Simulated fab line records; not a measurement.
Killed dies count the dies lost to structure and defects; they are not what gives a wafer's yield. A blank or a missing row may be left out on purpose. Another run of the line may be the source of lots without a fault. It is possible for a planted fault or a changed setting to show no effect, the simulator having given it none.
Which tool was responsible?	flow nandHarc	Sampling: 24 lots, 72 wafers, 6 of 1302 route steps

WHAT THE GAUGES SHOWED, per wafer
NHARC_A_CONTACT_OVL_MEAS_43.
lot	measured	on	overlayXNm (nm)	overlayYNm (nm)
L074	day 21 23:03	overlay-01	-0.5 -1.5 -0.5	0.3 -0.2 -0.2
L075	day 22 07:32	overlay-02	-1.7 -1.3 -1.3	-0.7 -0.1 -0.4
L076	day 22 15:41	overlay-02	-0.2 -0.1 -0.1	-0.4 -0.4 -0.9
L078	day 22 23:38	overlay-02	1.6 1.8 1.5	-0.9 -0.6 -1.4
L077	day 23 00:31	overlay-01	-0.2 -0.3 -0.2	2.1 1.5 1.8
L079	day 23 04:27	overlay-02	1.1 0.5 0.7	0.6 0.6 0.7
L080	day 23 20:09	overlay-01	0.3 0.8 0.8	-0.7 -0.3 -0.4
L081	day 24 00:12	overlay-02	-0.7 -1.0 -1.1	1.3 1.0 0.1
L082	day 24 21:21	overlay-02	-2.0 -1.9 -1.5	-0.6 -0.6 -0.8
L085	day 26 00:38	overlay-01	0.0 -0.9 -0.4	-1.0 -0.5 -0.6
L083	day 25 23:05	overlay-01	1.4 1.2 1.0	-0.7 -0.7 -0.7
L084	day 26 00:51	overlay-02	0.5 1.1 0.7	-0.4 0.4 -0.2
L086	day 27 04:01	overlay-01	0.8 0.6 0.5	0.2 0.5 0.6
L088	day 27 08:14	overlay-02	0.3 0.4 0.5	-0.1 0.4 0.1
L087	day 27 07:25	overlay-02	0.0 -0.1 -0.2	-0.2 0.3 0.2
L089	day 27 13:15	overlay-02	-0.7 -0.4 -0.2	1.1 0.5 0.6
L090	day 27 20:32	overlay-01	1.9 1.6 1.8	0.0 0.1 -0.2
L092	day 28 13:29	overlay-02	-1.2 -0.4 -0.9	-1.5 -1.1 -1.9
L091	day 28 12:08	overlay-02	-1.1 -0.3 -0.9	-0.9 -1.1 -0.8
L093	day 29 02:53	overlay-01	-0.6 -0.8 -0.3	0.9 1.0 0.9
L096	day 29 18:40	overlay-01	-0.2 -0.3 -0.1	1.0 1.2 1.3
L095	day 29 18:52	overlay-02	0.4 -0.1 0.3	-0.1 0.0 0.7
L094	day 30 09:28	overlay-01	1.2 1.1 1.4	-1.9 -1.3 -1.8
L097	day 30 22:54	overlay-02	0.0 0.2 0.0	1.1 1.0 1.4

NHARC_A_CONTACT_CD_MEAS_53.
lot	measured	on	cdNm (nm)
L074	day 22 04:15	cdSem-01	288.4 287.7 287.8
L075	day 22 13:26	cdSem-01	290.3 291.0 289.7
L076	day 22 21:11	cdSem-03	290.4 290.1 289.3
L078	day 23 04:51	cdSem-03	289.9 290.1 290.3
L077	day 23 05:42	cdSem-02	289.2 289.6 289.9
L079	day 23 09:46	cdSem-02	290.2 290.7 289.7
L080	day 24 01:21	cdSem-01	289.7 290.2 290.1
L081	day 24 05:24	cdSem-02	289.8 289.8 289.2
L082	day 25 02:52	cdSem-01	289.8 289.5 289.5
L085	day 26 06:53	cdSem-01	289.9 289.7 289.9
L083	day 26 04:17	cdSem-03	290.4 289.5 290.4
L084	day 26 06:14	cdSem-01	290.7 290.2 290.6
L086	day 27 09:15	cdSem-03	289.1 289.6 290.8
L088	day 27 16:13	cdSem-03	290.3 290.5 290.5
L087	day 27 12:36	cdSem-02	290.5 290.7 290.0
L089	day 27 19:19	cdSem-02	289.1 289.4 288.9
L090	day 28 01:45	cdSem-02	290.1 289.5 291.0
L092	day 28 18:43	cdSem-03	289.5 290.4 290.3
L091	day 28 17:24	cdSem-03	288.5 288.2 289.1
L093	day 29 08:31	cdSem-03	289.6 290.6 289.5
L096	day 30 00:47	cdSem-01	290.2 289.8 289.9
L095	day 30 00:03	cdSem-01	289.9 289.6 290.0
L094	day 30 14:40	cdSem-02	290.7 290.3 290.9
L097	day 31 04:27	cdSem-03	288.7 289.2 288.6

TOOL THAT RAN EACH LOT (tool first, then ch and the chambers of the sampled wafers, then the start)
lot	NHARC_A_WL_FILL_ETCHBACK_26	NHARC_A_WL_FILL_CVD_20	NHARC_A_CONTACT_DEP_29	NHARC_A_CONTACT_ETCH_117
L074	rieSi-01 ch 0,3, day 21 14:17	cvdW-02 ch 0,1, day 21 22:23 or earlier	pecvd-04 ch 1,2, day 21 22:23	harCapEtch-02 ch 0,1, day 22 02:04
L075	rieSi-01 ch 1,2,3, day 22 00:24	cvdW-01 ch 1, day 22 06:43 or earlier	pecvd-02 ch 1,2, day 22 06:43	harCapEtch-03 ch 0,1, day 22 11:01
L076	rieSi-06 ch 1,2,3, day 22 08:34	cvdW-02 ch 0,1, day 22 15:01 or earlier	pecvd-02 ch 0,2, day 22 15:01	harCapEtch-03 ch 0,1, day 22 18:59
L078	rieSi-06 ch 2,3, day 22 14:30	cvdW-02 ch 0,1, day 22 22:53 or earlier	pecvd-03 ch 0,1, day 22 22:53	harCapEtch-02 ch 0, day 23 02:37
L077	rieSi-01 ch 1,3, day 22 14:31	cvdW-01 ch 0,1, day 22 23:53 or earlier	pecvd-03 ch 0,1, day 22 23:53	harCapEtch-03 ch 0,1, day 23 03:29
L079	rieSi-05 ch 1,2, day 22 19:41	cvdW-02 ch 0,1, day 23 03:46 or earlier	pecvd-04 ch 0,2, day 23 03:46	harCapEtch-02 ch 0,1, day 23 07:25
L080	rieSi-05 ch 0,1,3, day 23 12:58	cvdW-01 ch 0,1, day 23 19:20 or earlier	pecvd-04 ch 0,1,2, day 23 19:20	harCapEtch-01 ch 0,1, day 23 23:08
L081	rieSi-06 ch 0,1,3, day 23 16:59	cvdW-01 ch 0,1, day 23 23:22 or earlier	pecvd-04 ch 0,1, day 23 23:22	harCapEtch-03 ch 0, day 24 03:11
L082	rieSi-05 ch 0,1,2, day 24 14:29	cvdW-02 ch 0,1, day 24 20:33 or earlier	pecvd-03 ch 0,1, day 24 20:33	harCapEtch-01 ch 0,1, day 25 00:41
L085	rieSi-06 ch 0,3, day 25 12:01	cvdW-01 ch 1, day 25 23:59 or earlier	pecvd-04 ch 0,1, day 25 23:59	harCapEtch-01 ch 0,1, day 26 04:41
L083	rieSi-01 ch 1,3, day 25 12:01	cvdW-02 ch 0,1, day 25 22:16 or earlier	pecvd-02 ch 1,2, day 25 22:16	harCapEtch-01 ch 0,1, day 26 02:05
L084	rieSi-05 ch 0,1,2, day 25 12:02	cvdW-02 ch 0,1, day 26 00:01 or earlier	pecvd-02 ch 0,1,2, day 26 00:01	harCapEtch-02 ch 0,1, day 26 04:01
L086	rieSi-05 ch 0,3, day 26 19:47	cvdW-01 ch 1, day 27 03:14 or earlier	pecvd-03 ch 0,1, day 27 03:14	harCapEtch-03 ch 0,1, day 27 07:04
L088	rieSi-05 ch 1,2, day 26 23:01	cvdW-02 ch 0,1, day 27 07:27 or earlier	pecvd-03 ch 0,2, day 27 07:27	harCapEtch-01 ch 0,1, day 27 14:03
L087	rieSi-06 ch 0,2, day 26 23:02	cvdW-01 ch 0,1, day 27 06:37 or earlier	pecvd-04 ch 0,1, day 27 06:37	harCapEtch-02 ch 0,1, day 27 10:23
L089	rieSi-06 ch 0,1,2, day 27 04:27	cvdW-01 ch 0,1, day 27 12:26 or earlier	pecvd-03 ch 0,1, day 27 12:26	harCapEtch-03 ch 0,1, day 27 16:34
L090	rieSi-06 ch 1,2, day 27 11:43	cvdW-01 ch 0,1, day 27 19:45 or earlier	pecvd-02 ch 0,1,2, day 27 19:45	harCapEtch-02 ch 0,1, day 27 23:35
L092	rieSi-06 ch 0,1,2, day 28 02:59	cvdW-01 ch 0,1, day 28 12:42 or earlier	pecvd-03 ch 0,1,2, day 28 12:42	harCapEtch-02 ch 0,1, day 28 16:31
L091	rieSi-05 ch 0,2,3, day 28 02:59	cvdW-01 ch 0,1, day 28 11:21 or earlier	pecvd-02 ch 0,1,2, day 28 11:21	harCapEtch-01 ch 0,1, day 28 15:08
L093	rieSi-01 ch 2,3, day 28 18:41	cvdW-02 ch 0,1, day 29 02:04 or earlier	pecvd-04 ch 0,2, day 29 02:04	harCapEtch-03 ch 0,1, day 29 05:51
L096	rieSi-01 ch 0,1,2, day 29 11:49	cvdW-02 ch 0,1, day 29 17:52 or earlier	pecvd-03 ch 0,1, day 29 17:52	harCapEtch-01 ch 0,1, day 29 22:02
L095	rieSi-05 ch 1,3, day 29 11:50	cvdW-02 ch 0,1, day 29 18:04 or earlier	pecvd-02 ch 0,1,2, day 29 18:04	harCapEtch-02 ch 0,1, day 29 21:52
L094	rieSi-06 ch 0,2,3, day 30 00:20	cvdW-01 ch 0,1, day 30 08:41 or earlier	pecvd-03 ch 0,1, day 30 08:41	harCapEtch-03 ch 0,1, day 30 12:28
L097	rieSi-05 ch 0,1,3, day 30 16:04	cvdW-01 ch 0,1, day 30 22:08 or earlier	pecvd-04 ch 0,1,2, day 30 22:08	harCapEtch-02 ch 0, day 31 02:14
- NHARC_A_WL_FILL_ETCHBACK_26: etches the open film in HBr, target depth 52 nm, time 13.3 s.
- NHARC_A_WL_FILL_CVD_20: deposits W, target thk 100 nm, time 74 s.
- NHARC_A_CONTACT_DEP_29: deposits SiON, target thk 100 nm.
- NHARC_A_CONTACT_ETCH_117: etches the open film in C4F8/O2/Ar, time 190 s, target depth 1850 nm.

WHAT THE TOOLS THEMSELVES READ (means of the sampled wafers that have a number; where no wafer has one, the mark that the record gives instead)
NHARC_A_WL_FILL_ETCHBACK_26.
lot	tool	biasW (W)	chamberPressureMTorr (mTorr)	drypumpMotorCurrentA (A)	oesProductAu (a.u.)	throttleValvePct (%)
L074	rieSi-01	59.83	14.994	5.8	1.005	23.278
L075	rieSi-01	60.00	15.000	5.6	1.011	23.255
L076	rieSi-06	60.03	14.996	5.5	1.004	23.274
L078	rieSi-06	60.21	15.002	5.9	0.994	23.263
L077	rieSi-01	59.91	14.999	5.5	1.009	23.259
L079	rieSi-05	60.12	14.999	5.8	0.993	23.261
L080	rieSi-05	60.13	15.000	5.8	0.992	23.274
L081	rieSi-06	60.04	14.999	5.1	1.011	23.263
L082	rieSi-05	60.04	15.008	5.8	0.997	23.259
L085	rieSi-06	60.10	14.989	5.4	0.999	23.265
L083	rieSi-01	59.93	14.993	5.5	1.002	23.260
L084	rieSi-05	60.18	15.012	5.9	1.004	23.261
L086	rieSi-05	59.91	14.999	6.2	0.986	23.277
L088	rieSi-05	60.14	15.013	5.8	0.993	23.273
L087	rieSi-06	59.94	15.001	5.9	0.990	23.262
L089	rieSi-06	59.95	14.994	5.4	1.006	23.266
L090	rieSi-06	60.09	14.995	5.2	1.003	23.261
L092	rieSi-06	59.81	15.002	5.4	1.006	23.264
L091	rieSi-05	59.96	14.994	6.2	1.000	23.271
L093	rieSi-01	59.76	15.005	5.5	1.022	23.278
L096	rieSi-01	60.05	14.997	5.9	1.003	23.257
L095	rieSi-05	59.92	15.000	5.7	0.998	23.266
L094	rieSi-06	60.24	14.998	5.7	0.996	23.270
L097	rieSi-05	60.17	14.995	5.8	1.001	23.272

NHARC_A_WL_FILL_CVD_20.
lot	tool	heaterPowerW (W)	mfcH2Sccm (sccm)	throttleValvePct (%)
L074	cvdW-02	944	1598	8.24
L075	cvdW-01	908	1604	8.01
L076	cvdW-02	870	1599	8.11
L078	cvdW-02	944	1593	8.35
L077	cvdW-01	793	1595	7.97
L079	cvdW-02	877	1604	8.30
L080	cvdW-01	799	1597	8.01
L081	cvdW-01	806	1597	7.99
L082	cvdW-02	887	1600	8.39
L085	cvdW-01	947	1600	8.09
L083	cvdW-02	942	1605	8.35
L084	cvdW-02	876	1600	8.26
L086	cvdW-01	954	1601	8.16
L088	cvdW-02	888	1598	8.34
L087	cvdW-01	837	1599	8.24
L089	cvdW-01	846	1596	8.04
L090	cvdW-01	847	1605	8.13
L092	cvdW-01	903	1604	8.14
L091	cvdW-01	844	1602	8.15
L093	cvdW-02	878	1597	8.01
L096	cvdW-02	889	1597	8.05
L095	cvdW-02	911	1596	8.08
L094	cvdW-01	847	1601	8.19
L097	cvdW-01	850	1598	7.94

NHARC_A_CONTACT_DEP_29.
lot	tool	heaterPowerW (W)
L074	pecvd-04	672
L075	pecvd-02	765
L076	pecvd-02	825
L078	pecvd-03	795
L077	pecvd-03	806
L079	pecvd-04	700
L080	pecvd-04	763
L081	pecvd-04	761
L082	pecvd-03	820
L085	pecvd-04	741
L083	pecvd-02	746
L084	pecvd-02	714
L086	pecvd-03	779
L088	pecvd-03	778
L087	pecvd-04	735
L089	pecvd-03	823
L090	pecvd-02	777
L092	pecvd-03	791
L091	pecvd-02	764
L093	pecvd-04	744
L096	pecvd-03	848
L095	pecvd-02	734
L094	pecvd-03	788
L097	pecvd-04	736

NHARC_A_CONTACT_ETCH_117.
lot	tool	chamberPressureMTorr (mTorr)
L074	harCapEtch-02	19.982
L075	harCapEtch-03	20.023
L076	harCapEtch-03	19.992
L078	harCapEtch-02	19.986
L077	harCapEtch-03	20.007
L079	harCapEtch-02	19.991
L080	harCapEtch-01	19.988
L081	harCapEtch-03	20.003
L082	harCapEtch-01	20.000
L085	harCapEtch-01	20.005
L083	harCapEtch-01	19.990
L084	harCapEtch-02	19.984
L086	harCapEtch-03	20.000
L088	harCapEtch-01	20.014
L087	harCapEtch-02	19.996
L089	harCapEtch-03	19.983
L090	harCapEtch-02	19.988
L092	harCapEtch-02	19.995
L091	harCapEtch-01	20.010
L093	harCapEtch-03	20.002
L096	harCapEtch-01	20.008
L095	harCapEtch-02	20.005
L094	harCapEtch-03	19.993
L097	harCapEtch-02	20.011

THE ANSWER, worked out from the rows above alone
Rule: what is usual is taken from the lots themselves. Put in order of their means at a reading, lots are off if they are a third of the lots or fewer, leave a main group of 4 or more, and stand apart from it by a gap of 3 or more times the standard deviation of the main group's means; of several such gaps the widest counts. Not used: any main group whose means are identical at the precision the tables above print for the reading. Also off: a lot with no number at a reading for which 4 or more lots have one. All remaining lots with rows at the step are treated as sound. Order of review: gauges by route order, followed by the tools' own readings, for which a lot's mean as printed above is used. The first step at which some lot is off is used, and at that step the reading that is off furthest; a lot without a number counts as furthest.
Across all readings shown, no lot is off: no conclusion can be drawn from this.

WHAT THE SIMULATOR HAD INSERTED
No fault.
